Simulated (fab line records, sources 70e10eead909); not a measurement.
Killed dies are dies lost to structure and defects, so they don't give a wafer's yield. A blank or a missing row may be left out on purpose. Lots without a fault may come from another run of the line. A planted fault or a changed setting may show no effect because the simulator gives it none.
A struck lot beside a sound one | flow nand_harc | 15 steps out of a route of 1159
Sound: wafers L492.2, L492.3, L492.6. Struck: wafers L502.1, L502.3, L502.6. The cause comes at the end.
At each step with rows: each side's tool, then ch and its chambers, then its first start. Under that, the readings that differ: sound wafers | struck wafers | difference of the means | sigmas: that difference in standard deviations of wafers without a fault.
alike: readings whose means differ by less than 2 such deviations, and words and numbers that are the same on both sides. not compared: withheld readings, readings that some wafer has no value for, bounds like >300 that may hide the same value, and numbers for which the record gives no deviation and whose values overlap.
The two part at a step that has a row with sigmas, a row that says differs or no value, or rows on one side only. Numbers that don't overlap but have no deviation are shown without sigmas and don't part them. A reading that every wafer of one side lacks parts them only if that side has two wafers or more.

first, 8 steps without rows for these wafers: NHARC_A_ZERO_WELL_HMDS_03 (time 30 s); NHARC_A_ZERO_WELL_COAT_18 (time 65 s); NHARC_A_ZERO_WELL_COAT_04 (resist thk 600 nm); NHARC_A_ZERO_WELL_SOFTBAKE_05 (time 70 s); NHARC_A_ZERO_WELL_EBR_06; NHARC_A_ZERO_WELL_EXPOSE_07 (exposes mask A ZERO); NHARC_A_ZERO_WELL_PEB_08 (peb time 80 s); NHARC_A_ZERO_WELL_DEVELOP_09 (time 50 s).
NHARC_A_ZERO_WELL_CD_MEAS_10: target cd 2000 nm.
  sound on cd_sem-01 ch 0, day 7 11:41; struck on cd_sem-01 ch 0, day 9 21:22
  alike: cd_nm
then, 1 step without rows for these wafers: NHARC_A_ZERO_WELL_HARDBAKE_11 (time 65 s).
NHARC_A_ZERO_WELL_DESCUM_12: chemistry O2, time 3 s.
  sound on rie_diel-04 ch 0,1,3, day 7 11:51; struck on rie_diel-04 ch 1,2, day 9 21:32
  alike: chamber_pressure_mTorr, drypump_motor_current_A, o2_flow_sccm, oes_product_au, rf_vpp_V, showerhead_plenum_p_Torr, throttle_valve_pct
  not compared: rf_hours_counter_h
NHARC_A_ZERO_WELL_ETCH_19: etches the open film in N2/H2, target depth 80 nm, overetch 24 nm, time 87.88 s.
  sound on rie_diel-04 ch 1,2,3, day 7 11:57; struck on rie_diel-04 ch 1,2,3, day 9 21:37
  alike: bias_w, chamber_pressure_mTorr, drypump_motor_current_A, oes_product_au, rf_vpp_V, showerhead_plenum_p_Torr, throttle_valve_pct
  not compared: rf_hours_counter_h
NHARC_A_ZERO_WELL_ETCH_13: etches the open film in HBr/Cl2, target depth 120 nm, time 40.1 s.
  sound on rie_si-06 ch 1,2,3, day 7 12:04; struck on rie_si-04 ch 0,2, day 9 21:44
  no value came back on the struck wafers for any of 7 readings (bias_w (W), chamber_pressure_mTorr (mTorr) and others); on the sound wafers bias_w (W) reads 100.14 99.63 99.97
  not compared: rf_hours_counter_h
then, 1 step without rows for these wafers: NHARC_A_ZERO_WELL_STRIP_14 (strips in SPM, time 900 s).
-- the record jumps here: 13 days lie between the struck wafers' starts before and after (it left off in module A_ZERO_WELL and takes up again in module END, whose first step shown is number 1159 of the route) --
NHARC_END_SORT_01:
  sound on prober-01 ch 0, day 20 10:43; struck on prober-02 ch 0, day 22 22:16
  reading         | sound    | struck                                                               | difference                   | sigmas
  hold            | - - -    | await_dispo/1.9h/scrap await_dispo/1.9h/scrap await_dispo/1.9h/scrap | no value on the sound wafers |
  killed_at_array | 24 28 23 | 669 673 674                                                          | +647                         | +65
  killed_at_other | 1 0 1    | 6 3 3                                                                | +3                           | +3
  killed_dies     | 27 35 26 | 677 677 677                                                          | +648                         | +67
  alike: killed_at_periphery, killed_open, killed_short

WHERE THEY PART
First at NHARC_A_ZERO_WELL_ETCH_13; last, within this record, at NHARC_END_SORT_01.

WHY: what the simulator had put in
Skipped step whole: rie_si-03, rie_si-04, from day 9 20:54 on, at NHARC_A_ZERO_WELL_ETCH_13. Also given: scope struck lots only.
